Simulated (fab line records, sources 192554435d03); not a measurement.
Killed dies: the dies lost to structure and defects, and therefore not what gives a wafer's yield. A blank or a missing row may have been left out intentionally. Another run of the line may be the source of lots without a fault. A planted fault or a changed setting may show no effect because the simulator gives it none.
Chamber matching	flow n5 finfet	N5_BEOL_M0_SAQP_PECVD_96 on pecvd-01 has 3 sister chambers
The step deposits a-Si from SiH4/He, target thk 45 nm, time 45.2 s. 14 wafers are shown with their chamber, then 7 later ones without.

## WAFERS PAIRED WITH THEIR CHAMBERS
wafer	chamber	throttle valve pct (%)	showerhead plenum p Torr (Torr)	heater power w (W)
L074.2	0	18.7	5.685	677
L074.3	1	18.7	5.606	732
L074.5	2	16.8	5.641	811
L077.1	0	18.4	5.690	740
L077.2	1	18.6	5.619	795
L077.3	2	16.8	5.629	820
L079.1	1	18.8	5.609	755
L079.3	0	18.7	5.704	677
L079.5	0	18.7	5.693	677
L082.3	0	18.6	5.689	763
L082.4	2	17.1	5.636	804
L082.6	0	18.6	5.693	651
L089.1	0	18.3	5.702	751
L089.2	1	18.8	5.601	713

SIGNATURES, as means of the wafers listed above
reading	chamber 0	chamber 1	chamber 2	scatter within a chamber
throttle valve pct	18.571	18.725	16.900	0.148
showerhead plenum p Torr	5.69371	5.60875	5.63533	0.00696
heater power w	705.14	748.75	811.67	37.9
Rule: for a wafer and a chamber, the distance is found by dividing, reading by reading, the gap between the wafer's reading and the chamber's mean by the reading's scatter, squaring, summing and taking the root. The wafer belongs to the nearest chamber; if the next one is less than 2 further off, it can't be placed. The scatter is the square root of a quotient: the sum, over the shown wafers, of each reading's squared deviation from its chamber's mean, divided by wafers minus chambers.

## WAFERS MISSING THEIR CHAMBER
wafer	throttle valve pct (%)	showerhead plenum p Torr (Torr)	heater power w (W)
L089.6	17.1	5.638	799
L095.3	17.2	5.639	840
L095.5	17.2	5.636	801
L095.6	18.8	5.626	731
L096.3	17.1	5.628	745
L096.4	17.2	5.640	768
L096.5	18.7	5.598	814

## EACH ONE'S CHAMBER
wafer	from the rows above	in truth
L089.6	2	2
L095.3	2	2
L095.5	2	2
L095.6	1	1
L096.3	2	2
L096.4	2	2
L096.5	1	1
Correctly placed: 7 of 7. From these rows, 0 cannot be placed. Placed wrongly: 0.
